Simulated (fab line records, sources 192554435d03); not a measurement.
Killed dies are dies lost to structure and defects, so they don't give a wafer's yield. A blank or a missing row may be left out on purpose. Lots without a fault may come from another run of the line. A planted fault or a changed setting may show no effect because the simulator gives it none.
Chamber matching | flow n5_finfet | N5_BEOL_M14_DEP_53 on pecvd-04: 3 sister chambers
The step deposits SiCN from 3MS/NH3, target thk 50 nm, time 17.8 s. 3 wafers are shown with their chamber, then 8 later ones without.

WAFERS WITH THEIR CHAMBER
wafer  | chamber | throttle_valve_pct (%)
L080.4 | 2       | 19.7
L080.5 | 1       | 17.9
L092.3 | 0       | 18.7

WAFERS WITHOUT THEIR CHAMBER
wafer  | throttle_valve_pct (%)
L092.4 | 19.7
L092.5 | 17.8
L089.2 | 18.3
L089.4 | 17.6
L089.6 | 18.3
L096.1 | 20.3
L096.2 | 18.2
L096.3 | 18.3

WHICH CHAMBER EACH WENT THROUGH
wafer  | from the rows above     | in truth
L092.4 | 2                       | 2
L092.5 | 1                       | 1
L089.2 | can't be placed: 0 or 1 | 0
L089.4 | 1                       | 1
L089.6 | can't be placed: 0 or 1 | 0
L096.1 | 2                       | 2
L096.2 | can't be placed: 1 or 0 | 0
L096.3 | can't be placed: 0 or 1 | 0
Placed correctly: 4 of 8. Can't be placed from these rows: 4 (the true chamber is among the candidates in 4). Placed wrongly: 0.
How it was worked out, from the rows above alone: a wafer's distance from a chamber is the root of the sum, over the readings, of the square of ((its reading less the chamber's mean) divided by the reading's scatter). The wafer belongs to the nearest chamber; if the next one is less than 2 further off, it can't be placed. A chamber's mean is the mean of its shown wafers. The scatter: with one shown wafer a chamber, the root of the mean of the squares of how far each hidden wafer lies from its nearest shown one.
